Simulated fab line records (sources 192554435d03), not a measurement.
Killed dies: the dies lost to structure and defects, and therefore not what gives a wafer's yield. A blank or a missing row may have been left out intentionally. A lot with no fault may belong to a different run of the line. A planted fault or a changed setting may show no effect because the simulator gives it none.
Split-lot trial ; flow n5 finfet ; 21 wafers read from 7 lots, route of 1938 steps

THE SPLIT ITSELF
At N5_BEOL_M7_TRENCH_ETCH_37 (etches SiCOH lowk in C4F6/O2, target depth 93.478 nm, time 31.2 s), the setting source w was moved away from the recipe's 345 W on 10 of the 21 wafers read, by -4.8% to +17.9%. The other wafers ran this setting at the recipe's value.

The reading is taken at the split's own step.

THE READING
rf vpp V, in V, at N5_BEOL_M7_TRENCH_ETCH_37 (etches SiCOH lowk in C4F6/O2, target depth 93.478 nm, time 31.2 s). On this fab line, fault-free wafers typically give 666 V with a standard deviation of 8.8 V.

wafer;tool, chamber at the split;source w as run, W;against the recipe;rf vpp V, V;against lot-mates on the recipe
L083.2;rie diel-04, 3;345;recipe;673;-
L083.3;rie diel-04, 0;345;recipe;670;-
L083.4;rie diel-04, 2;345;recipe;662;-
L086.2;rie diel-02, 1;345;recipe;666;-
L086.3;rie diel-02, 0;345;recipe;674;-
L086.6;rie diel-02, 0;345;recipe;675;-
L088.2;rie diel-05, 3;345;recipe;659;-
L088.3;rie diel-05, 2;406.5;+17.8%;600;-59
L088.6;rie diel-05, 3;406.5;+17.8%;606;-53
L090.4;rie diel-04, 3;345;recipe;673;-
L090.5;rie diel-04, 2;385.7;+11.8%;625;-48
L090.6;rie diel-04, 3;345;recipe;673;-
L092.2;rie diel-04, 0;345;recipe;672;-
L092.3;rie diel-04, 2;345;recipe;661;-
L092.5;rie diel-04, 3;328.5;-4.8%;690;+24
L094.1;rie diel-04, 2;374.6;+8.6%;634;no lot-mate on the recipe
L094.2;rie diel-04, 0;374.6;+8.6%;644;no lot-mate on the recipe
L094.3;rie diel-04, 1;374.6;+8.6%;649;no lot-mate on the recipe
L096.3;rie diel-04, 0;406.9;+17.9%;617;no lot-mate on the recipe
L096.4;rie diel-04, 2;406.9;+17.9%;608;no lot-mate on the recipe
L096.5;rie diel-04, 3;406.9;+17.9%;618;no lot-mate on the recipe

FIT RESULTS
A straight line over all 21 wafers: rf vpp V changes by -3.36 V for each +1% of source w; r = -0.97; the points scatter about the line by 6.3 V.
The same after taking each lot's own level away (the mean of its wafers on the recipe; 15 wafers): -3.38 V for each +1%; r = -0.98; scatter 5.1 V.
The reading moves by 61 V for the largest change in source w, on that fit.
From 659.0 to 673.0 V: that is the span of the lots' own levels, equal to 1.6 times the standard deviation above.
The two slopes agree, so the slope changes little with the lot-to-lot level.
Check: with one of the wafers moved furthest among these (+17.8%) left out of the fit, the line predicts -60.3 V for it against its lot-mates. Against them it came out at -59 V.
Tool readings at the split's step, against how far the setting was moved: rf vpp V r = -0.97.

FURTHER SPLITS ON THESE WAFERS
Before the reading, these wafers also passed through other splits. Each is held against what the fit with the lots' levels taken away leaves over:
other split on the same wafers;wafers away from the commonest value;r with rf vpp V (lot level and that fit taken away)
N5_BEOL_M5_ILD_DEP_00 time s;8;-0.26
N5_BEOL_M5_COAT_71 spin rpm;6;+0.00
N5_BEOL_M6_ETCH_66 bias w;8;+0.13
N5_BEOL_M6_TRENCH_ETCH_37 bias w;3;+0.07
N5_BEOL_M7_VIA_ETCH_34 source w;10;-0.04

THE FILE'S OWN FIT
rf vpp V changes by -3.5 V for each +1% of source w, r = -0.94.
